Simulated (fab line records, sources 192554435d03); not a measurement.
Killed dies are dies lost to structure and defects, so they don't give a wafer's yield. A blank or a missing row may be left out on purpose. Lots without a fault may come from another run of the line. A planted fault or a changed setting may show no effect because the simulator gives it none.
fab line records | flow n5_finfet
record lots=5 wafers=13 last_day=19
route steps=1938 shown SDB@370 DUMMY_REMOVAL@377 HKMG_FIN@385 BEOL_M4@1111 PASSIVATION@1936
lots that met no fault: from a run of the same line without faults
start_h: hours from the record's first day to the start of the lot's first wafer shown | wait_h: hours since the lot's step before | " the same as in the row above | L1.1+2: a row that stands for several wafers | - no value, or no start given | * or withheld: withheld | < > ~ a bound
route shown NAME@n: a module of which the file shows steps, and the number in the route of the first | usual: mean/standard deviation of fault-free wafers | same: alike in all rows | chamber/n: place in a boat | sites: the reading at each site | _std_site: their standard deviation | _edge_site: outer sites' mean less inner sites' | radius_mm: how far each site lies from the wafer's centre | mask NAME#n: copy n | behind: the tool/chamber that last shaped the wafer | hold: why the lot was held/for how many hours/how that ended | device: the transistor (n, p or np) that didn't switch | end of line: the same wafers' tests at the end of the route | a step without rows: its recipe alone | killed: dies lost to structure and defects at the first sort, not the wafer's yield | map: a wafer's dies, x killed, . not, _ none there
set.NAME: the setting as run; set.NAME@STEP: as run at that earlier step | model.NAME: the simulator's own value behind a step, which no gauge read
lots at some steps of the route; a table a step, a row a wafer
## steps
# step N5_SDB_PRECLEAN_38
# recipe chemistry=dHF time_s=10 dilution=750:1 temp_c=25
# step N5_SDB_PRECLEAN_39
# recipe chemistry=O3/DIW time_s=45 temp_c=22 o3_ppm=10
# step N5_SDB_SRD_28
# recipe dry=ipa_marangoni time_s=30 temp_c=23 rinse_liquid=diw
# step N5_SDB_ALD_29
# recipe material=SiNx target_thk_a=300 temp_c=400 ald_precursor_family=SiH2I2 ald_co_reactant=N2/H2-plasma pulse_time_s=1 ald_cycles=600 purge_time_s=2 co_reactant_purge_time_s=2 pressure_torr=2
# step N5_SDB_CMP_30
# recipe stop_on=poly-Si t_overpolish_s=1.54 post_cmp_clean=alkaline_brush down_force_psi=4.1491 platen_rpm=51.796 pad_velocity_m_s=1.0306 target_thk_nm=30
# step N5_DUMMY_REMOVAL_HM_STRIP_01
# recipe chemistry=CH3F/O2 material=SiNx target_depth_a=40 stop_on=poly-Si time_s=6.8 over_etch_frac=0.3 ion_energy_ev=60 power_w=410 bias_w=29 Ar_flow_sccm=150 CH3F_flow_sccm=30 O2_flow_sccm=20
# step N5_DUMMY_REMOVAL_STRIP_10
# recipe chemistry=N2/H2 time_s=40 power_w=100 temp_c=40 pressure_mtorr=100 rf_frequency_hz=6e+07 bias_power_w=3 n2_flow_sccm=300 h2_flow_sccm=300
# step N5_DUMMY_REMOVAL_PRECLEAN_07
# recipe chemistry=dHF time_s=30 temp_c=25 dilution=withheld
# step N5_DUMMY_REMOVAL_DUMMY_REMOVE_02
# recipe chemistry=TMAH temp_c=70 target=poly-Si stop_on=SiO2 target_depth_nm=142 conc_wt_pct=5 time_s=57 dry=ipa_marangoni rinse_time_s=30 rinse_temp_c=23
# step N5_DUMMY_REMOVAL_PRECLEAN_08
# recipe chemistry=NF3:NH3 afs_cycles=2 temp_c=30 time_s=20 sublimation_temp_c=180 sublimation_time_s=60 pressure_torr=3 rf_power_w=30
# same sublimation_time_s=60
# columns lot.wafer tool chamber start_h wait_h
L977.2+4+6 remote_plasma-01 1 98.05 0.1
L980.2+5+6 remote_plasma-02 1 108.96 0.1
L981.3+5+6 remote_plasma-02 0 117.14 0.1
L986.3+6 remote_plasma-02 1 144.00 0.1
L997.2+6 remote_plasma-02 0 210.38 0.1
# step N5_DUMMY_REMOVAL_PRECLEAN_04
# recipe chemistry=DHF time_s=37 temp_c=25 dilution=500:1
# step N5_DUMMY_REMOVAL_SRD_05
# recipe dry=ipa_marangoni do_ppb=5 time_s=30 temp_c=23 rinse_liquid=diw
# step N5_HKMG_FIN_IL_REGROW_00
# recipe material=SiO2 target_thk_a=7.5 chemistry=O3 temp_c=withheld time_s=30
# step N5_HKMG_FIN_HK_ALD_01
# recipe material=HfO2 target_thk_a=16 temp_c=withheld ald_precursor_family=HfCl4 ald_co_reactant=H2O pulse_time_s=3 purge_time_s=3 co_reactant_purge_time_s=2.5 co_reactant_pulse_time_s=0.3 ald_cycles=30
# step N5_HKMG_FIN_HK_ANNEAL_02
# recipe temp_c=700 time_s=30 ambient=N2 idle_temp_c=600 ramp_up_c_per_s=150 ramp_down_c_per_s=60 cool_to_c=600
# step N5_HKMG_FIN_ALD_74
# recipe material=La2O3 target_thk_a=5 temp_c=250 ald_precursor_family=La-Cp ald_co_reactant=O3 pulse_time_s=6 co_reactant_pulse_time_s=1 purge_time_s=3 co_reactant_purge_time_s=3
# step N5_HKMG_FIN_ALD_75
# recipe material=Al2O3 target_thk_a=10 temp_c=150 ald_precursor_family=TMA ald_co_reactant=H2O pulse_time_s=withheld co_reactant_pulse_time_s=1
# step N5_HKMG_FIN_COAT_41
# recipe resist=SOC temp_c=250 time_s=60 spin_rpm=1500 resist_thk_nm=300
# step N5_HKMG_FIN_COAT_42
# recipe resist=SiARC temp_c=220 time_s=60 spin_rpm=1500 resist_thk_nm=35
# step N5_HKMG_FIN_COAT_43
# recipe resist=CAR-ArF spin_rpm=1500 resist_thk_nm=90
# step N5_HKMG_FIN_EBR_45
# recipe solvent=PGMEA ebr_width_mm=1.5
# step N5_HKMG_FIN_SOFTBAKE_44
# recipe temp_c=110 time_s=60 resist=CAR-ArF
# step N5_HKMG_FIN_EXPOSE_46
# recipe mask_id=NDIPOLE na=1.35 source_shape=conventional sigma_outer=0.8 polarization=unpolarized dose_mj=40
# step N5_HKMG_FIN_PEB_47
# recipe peb_temp_c=withheld peb_time_s=60 resist=CAR-ArF
# step N5_HKMG_FIN_DEVELOP_48
# recipe develop_time_s=30 developer=TMAH resist=CAR-ArF rinse_liquid=diw dry=air_spin dev_temp_c=23
# step N5_HKMG_FIN_DESCUM_53
# recipe chemistry=O2 time_s=7.9 source_power_w=50 bias_power_w=20 pressure_mtorr=20 rf_frequency_hz=2.712e+07 temp_c=40 resist=CAR-ArF o2_flow_sccm=225
# step N5_HKMG_FIN_ETCH_54
# recipe chemistry=CF4 target=SiARC target_depth_a=455 mask_material=CAR-ArF time_s=75.8 ion_energy_ev=80 pressure_mtorr=40 source_w=545 bias_w=36 Ar_flow_sccm=100 cf4_flow_sccm=100 ends=cleared
# step N5_HKMG_FIN_ETCH_55
# recipe chemistry=N2/H2 target=SOC target_depth_a=2400 temp_c=40 time_s=300 ion_energy_ev=200 mask_material=SiARC pressure_mtorr=30 source_w=840 bias_w=150 n2_flow_sccm=200 h2_flow_sccm=200
# step N5_HKMG_FIN_STRIP_56
# recipe chemistry=N2/H2 temp_c=40 n2_flow_sccm=200 h2_flow_sccm=200 rf_frequency_hz=6e+07
# step N5_HKMG_FIN_STRIP_57
# recipe chemistry=CF4 resist=SiARC power_w=300 bias_power_w=75 pressure_mtorr=50 cf4_flow_sccm=150 rf_frequency_hz=6e+07
# step N5_HKMG_FIN_ETCH_58
# recipe chemistry=N2/H2 target=SOC target_depth_a=2158 ion_energy_ev=50 bias_w=13 time_s=741 pressure_mtorr=30 source_w=875 n2_flow_sccm=200 h2_flow_sccm=200
# step N5_HKMG_FIN_STRIP_93
# recipe chemistry=N2/H2 material=SOC time_s=20 power_w=500 temp_c=40 pressure_mtorr=50 rf_frequency_hz=6e+07 bias_power_w=8 h2_frac=0.5 n2_flow_sccm=300 h2_flow_sccm=300
# step N5_HKMG_FIN_WET_ETCH_76
# recipe chemistry=dNH4OH mix=1:50 temp_c=25 target=Al2O3 stop_on=La2O3 target_depth_nm=2.25 dry=ipa_marangoni rinse_time_s=30 rinse_temp_c=23
# step N5_HKMG_FIN_STRIP_60
# recipe chemistry=N2/H2 power_w=2500 temp_c=300 h2_frac=0.65 time_s=360 pressure_mtorr=withheld n2_flow_sccm=1750 h2_flow_sccm=3250
# step N5_HKMG_FIN_WET_ETCH_77
# recipe chemistry=dHCl mix=1:10000 temp_c=25 target=La2O3 stop_on=HfO2 target_depth_nm=2
# step N5_HKMG_FIN_WET_ETCH_78
# recipe chemistry=dNH4OH mix=1:50 temp_c=25 target=Al2O3 stop_on=La2O3 target_depth_nm=4.5 dry=ipa_marangoni rinse_time_s=30 rinse_temp_c=23
# step N5_BEOL_M4_RC_MEAS_101
# usual DIBL_N=36.4/2.2 DIBL_P=36.3/2.5 EOT_N=10.56/0.11 EOT_P=10.52/0.11 IGATE_N=0.0122/0.0023 IGATE_P=0.0037/0.00068 IOFF_N=0.17/0.052 IOFF_P=0.23/0.049 ION_N=674/17 ION_P=464/11 SS_N=71.7/0.98 SS_P=73.3/0.84 VT_N=250/4 VT_P=-249/3.8
# columns lot.wafer tool chamber start_h wait_h DIBL_N[mV/V] DIBL_P[mV/V] EOT_N EOT_P IGATE_N[nA/um] IGATE_P[nA/um] IOFF_N[nA/um] IOFF_P[nA/um] ION_N[uA/um] ION_P[uA/um] SS_N[mV/dec] SS_P[mV/dec] VT_N[mV] VT_P[mV]
L977.2 prober-02 0 228.28 0.2 36.7 37.0 10.53 10.46 0.0136 0.0042 0.18 0.25 676 473 71.9 73.9 248 -246
L977.4 " 0 " " 36.5 36.3 10.43 10.43 0.0163 0.0050 0.17 0.25 676 469 71.4 73.7 248 -244
L977.6 " 0 " " 38.9 39.8 10.54 10.58 0.0115 0.0035 0.24 0.32 701 481 71.8 74.9 244 -243
L981.3 prober-02 0 247.80 0.3 44.4 46.4 11.72 11.75 0.0028 0.0008 0.39 0.41 677 455 72.8 75.3 240 -242
L981.5 " 0 " " 37.6 38.8 10.59 10.47 0.0106 0.0032 0.20 0.26 670 459 71.8 74.5 249 -247
L981.6 " 0 " " 40.8 41.0 11.65 11.47 0.0038 0.0012 0.25 0.28 671 456 72.2 74.8 246 -248
L980.2 prober-02 0 249.13 0.2 34.1 32.3 10.53 10.55 0.0122 0.0035 0.12 0.15 651 444 70.9 72.8 256 -254
L980.5 " 0 " " 41.5 39.7 10.50 10.47 0.0108 0.0031 0.30 0.27 687 457 73.7 74.7 246 -248
L980.6 " 0 " " 37.5 37.4 11.54 11.52 0.0040 0.0012 0.18 0.22 668 451 71.4 73.2 249 -250
L986.3 prober-02 0 276.45 0.3 37.3 37.7 11.64 11.58 0.0041 0.0012 0.17 0.27 664 469 71.4 74.1 250 -245
L986.6 " 0 " " 38.9 39.3 11.78 11.56 0.0035 0.0011 0.21 0.31 673 468 72.0 73.6 248 -245
L997.2 prober-01 0 349.62 0.9 37.3 37.8 10.62 10.57 0.0109 0.0034 0.17 0.24 683 472 71.9 73.3 250 -249
L997.6 " 0 " " 33.2 32.8 10.61 10.57 0.0109 0.0034 0.11 0.17 648 457 71.4 71.8 254 -253
# step N5_PASSIVATION_PROBE_49
# usual defect_limited_yield=91.2/1.4 killed_at_M0_to_M3=34/9.3 killed_at_M4_up=14/5.9 killed_at_contacts=14/5.7 killed_at_front_end=38/10 killed_at_other=4/3.2 killed_dies=104/17 killed_on_rim=14/4 killed_open=67/13 killed_short=33/6.9 sort_bin_4_leakage=0/3.6 sort_bin_5_function=5.2/1 sort_bin_6_memory=3.3/0.61 sort_n_pass=1069/52 sort_yield_pct=91/4.4
# same gross_dies=1180 killed_at_back_side=0 sort_bin_8_speed[%]=0
# columns lot.wafer tool chamber start_h wait_h defect_limited_yield[%] killed_at_M0_to_M3 killed_at_M4_up killed_at_contacts killed_at_front_end killed_at_other killed_dies killed_on_rim killed_open killed_short sort_bin_4_leakage[%] sort_bin_5_function[%] sort_bin_6_memory[%] sort_n_pass sort_yield_pct[%]
L977.2 prober-01 - 335.98 0.1 88.3 50 23 17 36 12 138 19 88 38 0 7.3 4.0 1042 88
L977.4 prober-01 - 336.08 0.2 89.3 32 26 23 40 5 126 12 80 39 0 6.7 3.7 1054 89
L977.6 prober-01 - 336.18 0.3 91.3 28 21 11 41 2 103 14 66 32 0 5.1 3.4 1077 91
L981.3 prober-01 - 355.01 0.1 91.0 25 25 23 29 4 106 15 80 23 11 5.3 3.3 939 80
L981.5 prober-01 - 355.11 0.2 90.2 43 25 24 24 0 116 24 86 28 0 5.3 4.1 1064 90
L981.6 prober-01 - 355.16 0.3 93.7 21 16 12 24 1 74 12 47 24 0 3.6 2.5 1106 94
L986.3 prober-01 - 380.80 0.1 89.7 41 9 24 39 8 121 16 75 37 0 7.0 3.1 1059 90
L986.6 prober-01 - 380.95 0.3 89.7 51 6 24 36 5 122 12 87 30 0 6.8 3.2 1058 90
L997.6 prober-01 - 461.79 0.9 90.8 53 12 5 37 2 109 14 70 33 0 5.8 3.0 1071 91
# killed by level:class
L977.2 MOL_CONTACT_COAG:geometric_particle:open=14 BEOL_M4:geometric_particle:open=11 BEOL_M3:geometric_particle:open=11 BEOL_M1:geometric_particle:open=9 BEOL_M2:geometric_particle:short=9 FIN_SAQP:geometric_particle:short=7 BEOL_M0_SAQP:geometric_particle:open=7 PASSIVATION:area_etch=6
L977.4 MOL_CONTACT_COAG:geometric_particle:open=18 BEOL_M4:geometric_particle:open=14 STI_FIN_REVEAL:geometric_particle:open=9 BEOL_M0_SAQP:geometric_particle:short=9 BEOL_M1:geometric_particle:open=8 FIN_SAQP:geometric_particle:open=6 DUMMY_GATE:geometric_particle:open=5 MOL_CONTACT_COAG:geometric_particle:short=5
L977.6 FIN_SAQP:geometric_particle:open=11 FIN_SAQP:geometric_particle:short=10 BEOL_M4:geometric_particle:open=10 MOL_CONTACT_COAG:geometric_particle:open=9 BEOL_M3:geometric_particle:open=9 BEOL_M0_SAQP:geometric_particle:open=6 DUMMY_GATE:geometric_particle:open=5 BEOL_M2:geometric_particle:open=5
L981.3 MOL_CONTACT_COAG:geometric_particle:open=17 BEOL_M4:geometric_particle:open=12 FIN_SAQP:geometric_particle:open=8 MOL_CONTACT_COAG:geometric_particle:short=6 BEOL_M3:geometric_particle:open=6 BEOL_M5:geometric_particle:open=6 BEOL_M2:geometric_particle:open=5 STI_FIN_REVEAL:geometric_particle:open=4
L981.5 MOL_CONTACT_COAG:geometric_particle:open=22 BEOL_M2:geometric_particle:open=14 BEOL_M4:geometric_particle:open=12 STI_FIN_REVEAL:geometric_particle:open=9 BEOL_M0_SAQP:geometric_particle:short=5 BEOL_M0_SAQP:geometric_particle:open=5 BEOL_M1:geometric_particle:open=5 BEOL_M3:geometric_particle:open=5
L981.6 BEOL_M4:geometric_particle:open=10 MOL_CONTACT_COAG:geometric_particle:open=9 STARTING-WAFER:geometric_particle:short=5 FIN_SAQP:geometric_particle:short=4 DUMMY_GATE:geometric_particle:open=4 BEOL_M2:geometric_particle:short=4 BEOL_M0_SAQP:geometric_particle:open=4 BEOL_M0:geometric_particle:open=4
L986.3 MOL_CONTACT_COAG:geometric_particle:open=19 BEOL_M3:geometric_particle:open=14 STI_FIN_REVEAL:geometric_particle:open=7 FIN_SAQP:geometric_particle:open=6 GATE_CUT:geometric_particle:short=6 BEOL_M1:geometric_particle:open=6 BEOL_M2:geometric_particle:open=6 BEOL_M3:geometric_particle:short=6
L986.6 MOL_CONTACT_COAG:geometric_particle:open=20 BEOL_M3:geometric_particle:open=13 BEOL_M1:geometric_particle:open=11 DUMMY_GATE:geometric_particle:open=8 FIN_SAQP:geometric_particle:open=7 BEOL_M0_SAQP:geometric_particle:short=7 STI_FIN_REVEAL:geometric_particle:open=6 BEOL_M2:geometric_particle:open=6
L997.6 BEOL_M3:geometric_particle:open=16 BEOL_M0_SAQP:geometric_particle:open=14 BEOL_M0_SAQP:geometric_particle:short=11 BEOL_M4:geometric_particle:open=7 MOL_CONTACT_COAG:geometric_particle:open=5 FIN_SAQP:geometric_particle:short=4 FIN_SAQP:geometric_particle:open=4 ILD0:geometric_particle:short=4
## key
first_sign step=N5_BEOL_M4_RC_MEAS_101 reading=EOT_N direction=up sigmas=10 usual=10.56 struck=11.67
effect step=N5_BEOL_M4_RC_MEAS_101 reading=EOT_P direction=up sigmas=9.7 usual=10.52 struck=11.58
effect step=N5_BEOL_M4_RC_MEAS_101 reading=IGATE_P direction=down sigmas=3.8 usual=0.0037 struck=0.0011
effect step=N5_BEOL_M4_RC_MEAS_101 reading=IGATE_N direction=down sigmas=3.7 usual=0.0122 struck=0.0036
effect step=N5_BEOL_M4_RC_MEAS_101 reading=DIBL_P direction=up sigmas=1.6 usual=36.3 struck=40.4
met_at N5_DUMMY_REMOVAL_PRECLEAN_08
struck_wafers L980.6,L981.3,L981.6,L986.3,L986.6
fault kind=process_parameter_drift tool=remote_plasma-02 chamber=- onset_h=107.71 steps=N5_DUMMY_REMOVAL_PRECLEAN_08 channel=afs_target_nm offset=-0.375 shape=step end_h=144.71 scope=struck_wafers_only acts_in=these_recipes_only stated=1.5
